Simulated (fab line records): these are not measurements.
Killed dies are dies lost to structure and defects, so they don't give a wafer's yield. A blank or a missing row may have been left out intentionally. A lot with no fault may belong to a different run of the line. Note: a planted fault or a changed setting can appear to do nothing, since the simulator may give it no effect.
Struck lot and sound lot, side by side | flow n5 finfet | 14 out of 1938 route steps
Sound: the wafers L861.2, L861.4, L861.6. The struck wafers were L867.2, L867.4, L867.6. The cause comes at the end.
Per side, at each step with rows, come the tool, then ch with its chambers, and then its first start. Under that, the readings that differ: sound wafers | struck wafers | difference of the means | sigmas: that difference in standard deviations of wafers without a fault.
alike: readings with means less than 2 such deviations apart, plus words and numbers identical on both sides. not compared: withheld readings, readings lacking a value on some wafer, bounds such as >300 that could conceal the same value, and numbers that have no deviation in the record and whose values overlap.
A row with sigmas, a row that says differs or no value, or rows on one side alone: a step with any of these is where the two part. Numbers that don't overlap but have no deviation are shown without sigmas and don't part them. Lack of a reading on every wafer of one side parts them only where that side has two or more wafers.

N5_BEOL_M14_VIA_ETCH_16: etches SiO2 in C4F8/O2/Ar, target depth 1231.3 nm.
  sound on rie diel-05 ch 0,2, day 12 04:43; struck on rie diel-04 ch 1,3, day 13 13:08
  alike: drypump motor current A, oes product au, rf vpp V, showerhead plenum p Torr, throttle valve pct
N5_BEOL_M14_STRIP_63: strips in O2.
  sound on rie diel-05 ch 0,2; struck on rie diel-04 ch 1,3
  reading                         | sound          | struck         | difference | sigmas
  showerhead plenum p Torr (Torr) | 2.20 2.16 2.20 | 2.12 2.04 2.04 | -0.12      | -2
  alike: drypump motor current A, oes product au, rf vpp V, throttle valve pct
  not compared: rf hours counter h
N5_BEOL_M14_STRIP_64: strips in O2.
  sound on rie diel-05 ch 0,2; struck on rie diel-04 ch 1,3
  reading                         | sound          | struck         | difference | sigmas
  rf vpp V (V)                    | 4.6 4.3 5.1    | 3.5 2.9 3.3    | -1.4       | -3
  showerhead plenum p Torr (Torr) | 2.20 2.16 2.20 | 2.12 2.04 2.04 | -0.12      | -2
  alike: drypump motor current A, oes product au, throttle valve pct
  not compared: rf hours counter h
then, 2 steps without rows for these wafers: N5_BEOL_M14_STRIP_71 (strips in post etch residue remover, time 60 s); N5_BEOL_M14_SRD_72 (time 30 s, dry time 30 s).
N5_BEOL_M14_CD_MEAS_17: target cd 250 nm.
  sound on cd sem-02, day 12 05:04; struck on cd sem-01, day 13 13:29
  alike: cd nm
then, 6 steps without rows for these wafers: N5_BEOL_M14_COAT_65 (time 60 s, resist thk 450 nm); N5_BEOL_M14_COAT_66 (time 60 s, resist thk 110 nm); N5_BEOL_M14_COAT_22 (resist thk 300 nm); N5_BEOL_M14_EBR_24; N5_BEOL_M14_SOFTBAKE_23 (time 60 s); N5_BEOL_M14_EXPOSE_25 (exposes mask M14, target cd 280 nm).
N5_BEOL_M14_PEB_26: peb time 90 s.
  struck on litho track-03, day 13 13:42; sound on litho track-01 ch 0, day 12 05:24
  no value came back on the struck wafers for chill plate temp C (C), exhaust pa (Pa), heater power total W (W), peb time s (s); on the sound wafers chill plate temp C (C) reads 22.92 22.99 22.89
then, 1 step without rows for these wafers: N5_BEOL_M14_DEVELOP_27 (develop time 45 s).

## WHERE THEY PART
First at N5_BEOL_M14_STRIP_63; last, within this record, at N5_BEOL_M14_PEB_26.

WHY: what had been put in by the simulator
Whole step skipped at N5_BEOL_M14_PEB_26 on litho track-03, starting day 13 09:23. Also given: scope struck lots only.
